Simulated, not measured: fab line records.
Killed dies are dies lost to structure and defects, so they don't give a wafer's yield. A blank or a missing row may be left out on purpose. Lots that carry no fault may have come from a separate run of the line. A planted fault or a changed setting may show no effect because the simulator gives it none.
Lot-split experiment    flow n5 finfet    7 lots, 39 wafers read, on a route of 1938 steps

== THE SPLIT ==
At N5_SD_EPI_N_DEVELOP_08 (develop time 30 s), the setting develop time s was moved away from the recipe's 30 s on 18 of the 39 wafers read, by -24.5% to +55.9%. The other wafers ran this setting at the recipe's value.

Between the split and the reading, the file records no step.

== THE READING ==
cd nm (nm) at N5_SD_EPI_N_CD_MEAS_09, where the cd target is 120 nm. Typical for fault-free wafers on this fab line: 119.9 nm, with standard deviation 0.74 nm.

wafer   tool, chamber at the split  develop time s as run, s  against the recipe  cd nm, nm  against lot-mates on the recipe
L076.1  litho track-05, 0           22.65                     -24.5%              118.0      -1.4
L076.2  litho track-05, 0           30                        recipe              119.7      -
L076.3  litho track-05, 0           22.65                     -24.5%              117.6      -1.8
L076.4  litho track-05, 0           22.65                     -24.5%              117.3      -2.1
L076.5  litho track-05, 0           30                        recipe              119.4      -
L076.6  litho track-05, 0           30                        recipe              119.1      -
L080.1  litho track-01, 0           39.56                     +31.9%              121.7      +1.5
L080.2  litho track-01, 0           39.56                     +31.9%              121.5      +1.3
L080.3  litho track-01, 0           30                        recipe              119.7      -
L080.4  litho track-01, 0           30                        recipe              120.3      -
L080.5  litho track-01, 0           39.56                     +31.9%              121.0      +0.8
L080.6  litho track-01, 0           30                        recipe              120.7      -
L081.1  litho track-04, 0           30                        recipe              119.7      -
L081.2  litho track-04, 0           30                        recipe              119.4      -
L081.3  litho track-04, 0           45.74                     +52.5%              121.9      +2.4
L081.4  litho track-04, 0           45.74                     +52.5%              121.5      +2.0
L081.5  litho track-04, 0           30                        recipe              119.5      -
L081.6  litho track-04, 0           45.74                     +52.5%              121.4      +1.9
L087.2  litho track-05, 0           30                        recipe              118.9      -
L087.3  litho track-05, 0           30                        recipe              120.5      -
L087.5  litho track-05, 0           30                        recipe              119.9      -
L089.1  litho track-05, 0           43.42                     +44.7%              123.9      +2.7
L089.2  litho track-05, 0           30                        recipe              120.7      -
L089.3  litho track-05, 0           43.42                     +44.7%              123.2      +2.0
L089.4  litho track-05, 0           43.42                     +44.7%              122.8      +1.6
L089.5  litho track-05, 0           30                        recipe              121.0      -
L089.6  litho track-05, 0           30                        recipe              121.8      -
L094.1  litho track-04, 0           30                        recipe              120.7      -
L094.2  litho track-04, 0           30                        recipe              120.3      -
L094.3  litho track-04, 0           30                        recipe              120.2      -
L094.4  litho track-04, 0           22.88                     -23.7%              117.9      -2.5
L094.5  litho track-04, 0           22.88                     -23.7%              118.3      -2.1
L094.6  litho track-04, 0           22.88                     -23.7%              118.1      -2.3
L095.1  litho track-04, 0           46.76                     +55.9%              121.7      +2.1
L095.2  litho track-04, 0           30                        recipe              119.6      -
L095.3  litho track-04, 0           46.76                     +55.9%              122.2      +2.6
L095.4  litho track-04, 0           30                        recipe              119.6      -
L095.5  litho track-04, 0           46.76                     +55.9%              122.0      +2.4
L095.6  litho track-04, 0           30                        recipe              119.5      -

FIT RESULTS
A straight line over all 39 wafers: cd nm changes by +0.0518 nm for each +1% of develop time s; r = +0.86; the points scatter about the line by 0.8 nm.
The same after taking each lot's own level away (the mean of its wafers on the recipe; 39 wafers): +0.0504 nm for each +1%; r = +0.94; scatter 0.48 nm.
According to that fit, moving develop time s by its largest amount changes the reading by 2.8 nm.
The lots' own levels span 119.40 to 121.17 nm, that is 2.4 times the standard deviation above.
So the lot-to-lot level changes the slope little: the two slopes agree.
Check: for one of the wafers moved furthest among these (+55.9%), held out of the fit, the line's prediction against its lot-mates is +2.62 nm. It came out at +2.13 nm against them.

== OTHER SPLITS ON THESE WAFERS ==
Note: prior to the reading, these wafers also went through further splits. Each is held against what the fit with the lots' levels taken away leaves over:
other split on the same wafers                wafers away from the commonest value  r with cd nm (lot level and that fit taken away)
N5_PMOS_HMC_CHANNEL_EPI_DESCUM_14 time s      12                                    -0.14
N5_STI_FIN_REVEAL_ETCHBACK_08 target depth a  18                                    +0.14

== THE WHOLE CHAIN: every reading that the file lists as answering this split, in the file's order ==
step                    what it does                                            reading                                                          change (the file's fit)                 r (the file's)
N5_SD_EPI_N_CD_MEAS_09  target cd 120 nm                                        cd nm                                                            +0.0472 nm for each +1% of the setting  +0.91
N5_SD_EPI_N_DESCUM_14   chemistry O2, time 7.9 s                                SD_EPI_N.cd nm (the simulator's own value, which no gauge read)  +0.0491 nm for each +1% of the setting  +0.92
N5_SD_EPI_N_ETCH_34     etches SiARC in CF4, target depth 45.5 nm, time 75.8 s  SD_EPI_N.cd nm (the simulator's own value, which no gauge read)  +0.0505 nm for each +1% of the setting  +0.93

== FILE'S OWN FIT ==
cd nm changes by +0.0472 nm for each +1% of develop time s, r = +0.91.
